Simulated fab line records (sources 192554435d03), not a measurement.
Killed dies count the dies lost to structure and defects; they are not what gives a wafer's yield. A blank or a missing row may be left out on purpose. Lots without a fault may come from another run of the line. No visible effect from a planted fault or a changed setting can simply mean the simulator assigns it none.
A lot that was struck, set against a sound lot || flow n5-finfet || 15 steps out of a route of 1938
Sound: these wafers, L247.1, L247.3, L247.6. Struck: wafer L243.6; the same lot's L243.5 was not struck, so it is left out; see the end for the cause.
At each step with rows: each side's tool, then ch and its chambers, then its first start. Under that, the readings that differ: sound wafers || struck wafers || difference of the means || sigmas: that difference in standard deviations of wafers without a fault.
alike: a reading whose means differ by less than 2 such deviations, as well as words and numbers matching on both sides. not compared: withheld readings; readings where some wafer has no value; bounds like >300 that might hide an equal value; numbers whose values overlap and for which the record gives no deviation.
Wherever a step has rows on one side only, a row that says differs or no value, or a row with sigmas, the two part there. Numbers that have no deviation but don't overlap get no sigmas and don't part them. Lack of a reading on every wafer of one side parts them only where that side has two or more wafers.

first, 7 steps without rows for these wafers: N5_BEOL_M6_COAT_60 (time 60 s, resist thk 35 nm); N5_BEOL_M6_COAT_05 (resist thk 90 nm); N5_BEOL_M6_EBR_07; N5_BEOL_M6_SOFTBAKE_06 (time 60 s); N5_BEOL_M6_EXPOSE_08 (exposes mask M6); N5_BEOL_M6_PEB_09 (peb time 60 s); N5_BEOL_M6_DEVELOP_10 (develop time 30 s).
N5_BEOL_M6_CD_MEAS_11: target cd 38.5 nm.
  sound on cd-sem-01 ch 0, day 15 03:13; struck on cd-sem-02 ch 0, day 14 10:42
  alike: cd-nm
N5_BEOL_M6_OVL_MEAS_12:
  sound on overlay-01 ch 0, day 15 03:15; struck on overlay-01 ch 0, day 14 10:43
  alike: M6_OVL
N5_BEOL_M6_INSPECT_13: inspects for defects (brightfield).
  sound on defect-inspect-01 at day 15 03:16; struck on defect-inspect-02 at day 14 10:45
  alike: raw-defect-count
N5_BEOL_M6_DESCUM_16: chemistry O2, time 7.9 s.
  sound on rie-diel-03 ch 0,2,3, day 15 03:19; struck on rie-diel-05 ch 0, day 14 10:48
{"reading": "rf-vpp-V (V)", "sound": "244.5 245.6 243.9", "struck": 240.5, "difference": -4.2, "sigmas": -3}
  alike: chamber-pressure-mTorr, drypump-motor-current-A, oes-product-au, showerhead-plenum-p-Torr, throttle-valve-pct
  not compared: rf-hours-counter-h
N5_BEOL_M6_ETCH_61: etches SiARC in CF4, target depth 45.5 nm, time 75.8 s.
  sound on rie-diel-03 ch 0,2,3, day 15 03:20; struck on rie-diel-05 ch 0, day 14 10:50
{"reading": "showerhead-plenum-p-Torr (Torr)", "sound": "2.14 2.29 2.20", "struck": 2.06, "difference": -0.15, "sigmas": -2}
  alike: chamber-pressure-mTorr, drypump-motor-current-A, etch-rf-on-time-s, oes-product-au, rf-vpp-V, throttle-valve-pct
  not compared: rf-hours-counter-h
N5_BEOL_M6_ETCH_62: etches SOC in N2/H2, target depth 110 nm, overetch 22 nm, time 165 s.
  sound on rie-diel-03 ch 0,2,3, day 15 03:24; struck on rie-diel-05 ch 0, day 14 10:56
{"reading": "chamber-pressure-mTorr (mTorr)", "sound": "29.980 29.988 29.963", "struck": 30.035, "difference": "+0.058", "sigmas": "+2"}
{"reading": "showerhead-plenum-p-Torr (Torr)", "sound": "2.52 2.71 2.64", "struck": 2.44, "difference": -0.18, "sigmas": -2}
{"reading": "model.SiARC_of_BEOL_M6_COAT_60.thk-nm (nm)", "sound": "28.2 28.2 28", "struck": 29.4, "difference": "+1.3", "sigmas": ""}
  alike: drypump-motor-current-A, oes-product-au, rf-vpp-V, throttle-valve-pct
  not compared: rf-hours-counter-h
then, 1 step without rows for these wafers: N5_BEOL_M6_STRIP_68 (strips in N2/H2).
-- record jumps: 4 days separate the struck wafers' starts on either side; left off in module BEOL_M6, taken up again in module PASSIVATION, whose first shown step is the route's number 1936 --
N5_PASSIVATION_PROBE_49:
  the record has rows for the struck wafers here (prober-01, day 18 08:26) and none for the sound ones

## WHERE THEY PART
Last at N5_PASSIVATION_PROBE_49 as far as this record goes, first at N5_BEOL_M6_DESCUM_16.

WHY: the cause the simulator had injected
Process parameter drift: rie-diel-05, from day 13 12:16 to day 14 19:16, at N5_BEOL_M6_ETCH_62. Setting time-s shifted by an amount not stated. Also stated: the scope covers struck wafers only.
